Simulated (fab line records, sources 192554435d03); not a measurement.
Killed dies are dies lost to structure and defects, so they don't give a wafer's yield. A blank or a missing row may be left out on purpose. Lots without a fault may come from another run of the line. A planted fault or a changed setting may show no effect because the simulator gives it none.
A struck lot beside a sound one | flow n5_finfet | 17 steps out of a route of 1938
Sound: wafers L733.4, L733.5, L733.6. Struck: wafers L747.1, L747.4, L747.5. The cause comes at the end.
At each step with rows: each side's tool, then ch and its chambers, then its first start. Under that, the readings that differ: sound wafers | struck wafers | difference of the means | sigmas: that difference in standard deviations of wafers without a fault.
alike: readings whose means differ by less than 2 such deviations, and words and numbers that are the same on both sides. not compared: withheld readings, readings that some wafer has no value for, bounds like >300 that may hide the same value, and numbers for which the record gives no deviation and whose values overlap.
The two part at a step that has a row with sigmas, a row that says differs or no value, or rows on one side only. Numbers that don't overlap but have no deviation are shown without sigmas and don't part them. A reading that every wafer of one side lacks parts them only if that side has two wafers or more.

N5_BEOL_M10_ETCH_61: etches SiARC in CF4, target depth 39 nm, time 65 s.
  sound on rie_diel-02 ch 0,1,3, day 10 05:41; struck on rie_diel-05 ch 1,2, day 14 15:31
  reading                         | sound             | struck            | difference | sigmas
  showerhead_plenum_p_Torr (Torr) | 2.136 2.063 2.149 | 2.029 2.093 2.029 | -0.066     | -2
  alike: chamber_pressure_mTorr, drypump_motor_current_A, etch_rf_on_time_s, oes_product_au, rf_vpp_V, throttle_valve_pct
  not compared: rf_hours_counter_h
N5_BEOL_M10_ETCH_62: etches SOC in N2/H2, target depth 110 nm, overetch 22 nm, time 165 s.
  sound on rie_diel-02 ch 0,1,3, day 10 05:44; struck on rie_diel-05 ch 1,2, day 14 15:34
  reading                         | sound          | struck         | difference | sigmas
  showerhead_plenum_p_Torr (Torr) | 2.54 2.45 2.55 | 2.41 2.47 2.41 | -0.08      | -2
  alike: chamber_pressure_mTorr, drypump_motor_current_A, oes_product_au, rf_vpp_V, throttle_valve_pct
  not compared: rf_hours_counter_h
then, 1 step without rows for these wafers: N5_BEOL_M10_STRIP_68 (strips in N2/H2).
N5_BEOL_M10_STRIP_67: strips in CF4.
  sound on rie_diel-02 ch 0,1,3, day 10 05:53; struck on rie_diel-05 ch 1,2, day 14 15:42
  reading                         | sound             | struck            | difference | sigmas
  rf_vpp_V (V)                    | 270.4 270.8 271.5 | 267.9 269.2 269.0 | -2.2       | -2
  showerhead_plenum_p_Torr (Torr) | 1.792 1.724 1.800 | 1.704 1.753 1.704 | -0.052     | -2
  alike: bias_power_w, chamber_pressure_mTorr, drypump_motor_current_A, oes_product_au, throttle_valve_pct
  not compared: rf_hours_counter_h
N5_BEOL_M10_HM_OPEN_17: chemistry Cl2/BCl3, target TiN, target depth 20 nm, overetch 6 nm.
  sound on rie_metal-03 ch 0,1, day 10 05:57; struck on rie_metal-02 ch 0,1, day 14 15:44
  alike: chamber_pressure_mTorr, drypump_motor_current_A, he_backside_leak_sccm, oes_product_au, throttle_valve_pct
  not compared: rf_hours_counter_h
N5_BEOL_M10_STRIP_19: strips in O2.
  sound on rie_diel-01 ch 1,2, day 10 06:02; struck on rie_diel-05 ch 0,2, day 14 15:53
  alike: chamber_pressure_mTorr, drypump_motor_current_A, oes_product_au, rf_vpp_V, showerhead_plenum_p_Torr, throttle_valve_pct
  not compared: rf_hours_counter_h
N5_BEOL_M10_CD_MEAS_18: pitch 140 nm, target cd 70 nm.
  sound on cd_sem-01, day 10 06:07; struck on cd_sem-02, day 14 15:58
  alike: cd_nm
then, 5 steps without rows for these wafers: N5_BEOL_M10_COAT_63 (time 60 s, resist thk 100 nm); N5_BEOL_M10_COAT_64 (time 60 s, resist thk 30 nm); N5_BEOL_M10_COAT_22 (resist thk 90 nm); N5_BEOL_M10_EBR_24; N5_BEOL_M10_SOFTBAKE_23 (time 60 s).
N5_BEOL_M10_EXPOSE_25: exposes mask V9.
  sound on arfi_scanner-02 ch 0, day 10 06:25; struck on arfi_scanner-02 ch 0, day 14 16:14
  reading              | sound             | struck            | difference | sigmas
  exposure_dose_mJ_cm2 | 85.39 85.53 85.50 | 96.50 96.53 96.43 | +11.01     | +99 or more
  alike: mask
then, 2 steps without rows for these wafers: N5_BEOL_M10_PEB_26 (peb time 60 s); N5_BEOL_M10_DEVELOP_27 (develop time 30 s).
N5_BEOL_M10_CD_MEAS_28: target cd 70 nm.
  sound on cd_sem-01 ch 0, day 10 06:31; struck on cd_sem-03 ch 0, day 14 16:22
  reading    | sound          | struck         | difference | sigmas
  cd_nm (nm) | 70.2 68.5 70.3 | 80.4 79.2 80.9 | +10.5      | +12
N5_BEOL_M10_OVL_MEAS_29:
  sound on overlay-01 ch 0, day 10 06:33; struck on overlay-01 ch 0, day 14 16:24
  alike: V9_OVL

WHERE THEY PART
First at N5_BEOL_M10_ETCH_61; last, within this record, at N5_BEOL_M10_CD_MEAS_28. Later steps at which nothing parts them and some readings are alike: N5_BEOL_M10_OVL_MEAS_29.

WHY: what the simulator had put in
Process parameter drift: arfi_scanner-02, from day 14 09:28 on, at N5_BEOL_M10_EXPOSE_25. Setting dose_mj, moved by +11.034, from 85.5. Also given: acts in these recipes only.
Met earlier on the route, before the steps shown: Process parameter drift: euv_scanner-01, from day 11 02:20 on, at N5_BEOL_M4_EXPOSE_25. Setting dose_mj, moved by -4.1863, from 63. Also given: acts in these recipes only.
